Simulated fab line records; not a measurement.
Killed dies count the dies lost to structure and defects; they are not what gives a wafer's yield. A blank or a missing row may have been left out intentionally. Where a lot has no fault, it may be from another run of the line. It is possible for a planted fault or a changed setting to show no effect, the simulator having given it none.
Struck lot and sound lot, side by side / flow n5_finfet / 31 steps out of a route of 1938
Sound: these wafers, L168.1, L168.3, L168.5. The struck wafers were L183.1, L183.3, L183.5. At the end, the cause is stated.
At each step with rows: each side's tool, then ch and its chambers, then its first start. Under that, the readings that differ: sound wafers / struck wafers / difference of the means / sigmas: that difference in standard deviations of wafers without a fault.
alike: readings whose means differ by less than 2 such deviations, and words and numbers that are the same on both sides. not compared: withheld readings, readings that some wafer has no value for, bounds like >300 that may hide the same value, and numbers for which the record gives no deviation and whose values overlap.
A row with sigmas, a row that says differs or no value, or rows on one side alone: a step with any of these is where the two part. Numbers that don't overlap but have no deviation are shown without sigmas and don't part them. A reading missing from all wafers of one side parts the sides only when that side holds two or more wafers.

first, 10 steps without rows for these wafers: N5_FIN_CUT_STRIP_22 (strips in N2/H2); N5_FIN_CUT_PRECLEAN_36 (cleans in O3/DIW, time 60 s); N5_FIN_CUT_SRD_32 (time 30 s); N5_FIN_CUT_UV_OZONE_34 (time 120 s); N5_STI_FIN_REVEAL_ALD_00 (deposits SiO2, target thk 1 nm, pulse time 1 s); N5_STI_FIN_REVEAL_ALD_14 (deposits Si3N4, target thk 3 nm); N5_STI_FIN_REVEAL_FCVD_FILL_01 (material SiO2 flowable, target thk 312 nm, time 512.2 s); N5_STI_FIN_REVEAL_DENSIFY_02 (time 1800 s); N5_STI_FIN_REVEAL_CMP_04 (polishes, stops on Si3N4, t overpolish 4 s, target thk 131.83 nm); N5_STI_FIN_REVEAL_DENSIFY_30.
N5_STI_FIN_REVEAL_ETCHBACK_08: etches SiO2 in C4F6/O2, target depth 30.5 nm, time 10.167 s.
  sound on rie_diel-02 ch 0,2,3, day 4 03:29; struck on rie_diel-02 ch 0,1, day 8 01:53
  alike: drypump_motor_current_A, oes_ar_750_au, oes_f_703_au, oes_product_au, rf_vpp_V, showerhead_plenum_p_Torr, throttle_valve_pct
  not compared: rf_hours_counter_h
then, 16 steps without rows for these wafers: N5_STI_FIN_REVEAL_STRIP_24 (strips in N2/H2, time 90 s); N5_STI_FIN_REVEAL_PRECLEAN_25 (cleans in SPM, time 90 s); N5_STI_FIN_REVEAL_PRECLEAN_26 (cleans in SC1, time 45 s); N5_STI_FIN_REVEAL_PRECLEAN_29 (cleans in DHF, time 30 s); N5_STI_FIN_REVEAL_SRD_12 (time 30 s); N5_STI_FIN_REVEAL_RECESS_09 (chemistry HF/NH3, target SiO2, afs cycles 11, target depth 42.5 nm, sublimation time 60 s); N5_STI_FIN_REVEAL_STRIP_16 (strips SiNx in H3PO4, target depth 23.8 nm); N5_STI_FIN_REVEAL_PRECLEAN_17 (cleans in NF3:NH3, afs cycles 1, time 20 s, sublimation time 60 s); N5_STI_FIN_REVEAL_ETCH_34 (etches Si in H2, material Si, target depth 0.97 nm); N5_STI_FIN_REVEAL_OXIDATION_31 (chemistry O2 PLASMA REMOTE, time 20 s); N5_STI_FIN_REVEAL_PRECLEAN_32 (cleans in NF3:NH3, afs cycles 1, time 20 s, sublimation time 60 s); N5_STI_FIN_REVEAL_STRIP_35 (strips Si3N4 in H3PO4, target depth 4 nm, time 39 s); N5_STI_FIN_REVEAL_SRD_21 (time 30 s); N5_STI_FIN_REVEAL_OXIDATION_33 (chemistry O2 PLASMA REMOTE, time 20 s); N5_STI_FIN_REVEAL_CLEAN_19 (cleans in O3/DIW, time 120 s); N5_STI_FIN_REVEAL_SRD_23 (time 30 s).
N5_STI_FIN_REVEAL_FIN_H_MEAS_10:
  sound on ocd-02 at day 4 06:34; struck on ocd-02 at day 8 04:51
reading=trench_depth_nm (nm); sound=52.1 51.9 51.5; struck=53.8 54.0 54.0; difference=+2.1; sigmas=+3
then, 1 step without rows for these wafers: N5_STI_FIN_REVEAL_PRECLEAN_18 (cleans in SC2, time 45 s).
-- the record jumps here: 6 days lie between the struck wafers' starts before and after (it left off in module STI_FIN_REVEAL and takes up again in module BEOL_M4, whose first step shown is number 1111 of the route) --
N5_BEOL_M4_RC_MEAS_101:
  sound on prober-02 ch 0, day 10 03:49; struck on prober-02 ch 0, day 14 01:37
reading=ION_N (uA/um); sound=669 673 652; struck=695 709 711; difference=+40; sigmas=+3
reading=ION_P (uA/um); sound=456 462 446; struck=472 483 481; difference=+24; sigmas=+4
reading=SS_P (mV/dec); sound=72.4 73.3 72.3; struck=73.5 74.5 74.4; difference=+1.5; sigmas=+2
  alike: DIBL_N, DIBL_P, IOFF_N, IOFF_P, SS_N, VT_N, VT_P
-- record jumps: 4 days separate the struck wafers' starts on either side; left off in module BEOL_M4, taken up again in module PASSIVATION, whose first shown step is the route's number 1936 --
N5_PASSIVATION_PROBE_49:
  sound on prober-01 at day 14 07:21; struck on prober-02 at day 18 11:55
reading=killed_short; sound=41 43 37; struck=22 29 18; difference=-17; sigmas=-2
  alike: defect_limited_yield, killed_at_M0_to_M3, killed_at_M4_up, killed_at_contacts, killed_at_front_end, killed_at_other, killed_dies, killed_on_rim, killed_open, sort_bin_5_function, sort_bin_6_memory, sort_n_pass, sort_yield_pct

WHERE THEY PART
At N5_STI_FIN_REVEAL_FIN_H_MEAS_10 first; at N5_PASSIVATION_PROBE_49 last (within this record only).

WHY: what the simulator had put in
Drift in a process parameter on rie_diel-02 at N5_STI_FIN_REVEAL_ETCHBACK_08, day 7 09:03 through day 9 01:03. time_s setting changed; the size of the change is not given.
